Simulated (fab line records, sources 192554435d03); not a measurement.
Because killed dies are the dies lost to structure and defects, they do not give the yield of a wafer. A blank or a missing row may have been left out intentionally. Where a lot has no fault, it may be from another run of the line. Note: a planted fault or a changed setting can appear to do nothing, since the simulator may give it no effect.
Chamber matching || flow n5 finfet || N5_MOL_CONTACT_COAG_ETCH_91 on rie diel-03: 4 sister chambers
The step etches SOC in N2/H2, target depth 60 nm, overetch 21 nm, time 101.2 s. 4 wafers are shown with their chamber, then 9 later ones without.

== WAFERS PAIRED WITH THEIR CHAMBERS ==
{"wafer": "L082.1", "chamber": 2, "showerhead plenum p Torr (Torr)": 2.52}
{"wafer": "L084.5", "chamber": 3, "showerhead plenum p Torr (Torr)": 2.61}
{"wafer": "L085.5", "chamber": 1, "showerhead plenum p Torr (Torr)": 2.60}
{"wafer": "L085.6", "chamber": 0, "showerhead plenum p Torr (Torr)": 2.35}

== WAFERS MISSING THEIR CHAMBER ==
{"wafer": "L086.2", "showerhead plenum p Torr (Torr)": 2.35}
{"wafer": "L086.5", "showerhead plenum p Torr (Torr)": 2.35}
{"wafer": "L086.6", "showerhead plenum p Torr (Torr)": 2.60}
{"wafer": "L090.1", "showerhead plenum p Torr (Torr)": 2.52}
{"wafer": "L090.4", "showerhead plenum p Torr (Torr)": 2.35}
{"wafer": "L090.6", "showerhead plenum p Torr (Torr)": 2.60}
{"wafer": "L092.1", "showerhead plenum p Torr (Torr)": 2.60}
{"wafer": "L092.2", "showerhead plenum p Torr (Torr)": 2.51}
{"wafer": "L092.3", "showerhead plenum p Torr (Torr)": 2.35}

== WHICH CHAMBER EACH ONE RAN IN ==
{"wafer": "L086.2", "from the rows above": 0, "in truth": 0}
{"wafer": "L086.5", "from the rows above": 0, "in truth": 0}
{"wafer": "L086.6", "from the rows above": 1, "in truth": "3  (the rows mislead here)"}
{"wafer": "L090.1", "from the rows above": 2, "in truth": 2}
{"wafer": "L090.4", "from the rows above": 0, "in truth": 0}
{"wafer": "L090.6", "from the rows above": 1, "in truth": 1}
{"wafer": "L092.1", "from the rows above": 1, "in truth": 1}
{"wafer": "L092.2", "from the rows above": 2, "in truth": 2}
{"wafer": "L092.3", "from the rows above": 0, "in truth": 0}
Placed correctly: 8 of 9. Can't be placed from these rows: 0. Wrongly placed: 1.
How it was worked out, from the rows above alone: a wafer's distance from a chamber is the root of the sum, over the readings, of the square of ((its reading less the chamber's mean) divided by the reading's scatter). The wafer belongs to the nearest chamber; if the next one is less than 2 further off, it can't be placed. A chamber's mean is the mean of its shown wafers. The scatter: with one shown wafer a chamber, the root of the mean of the squares of how far each hidden wafer lies from its nearest shown one.
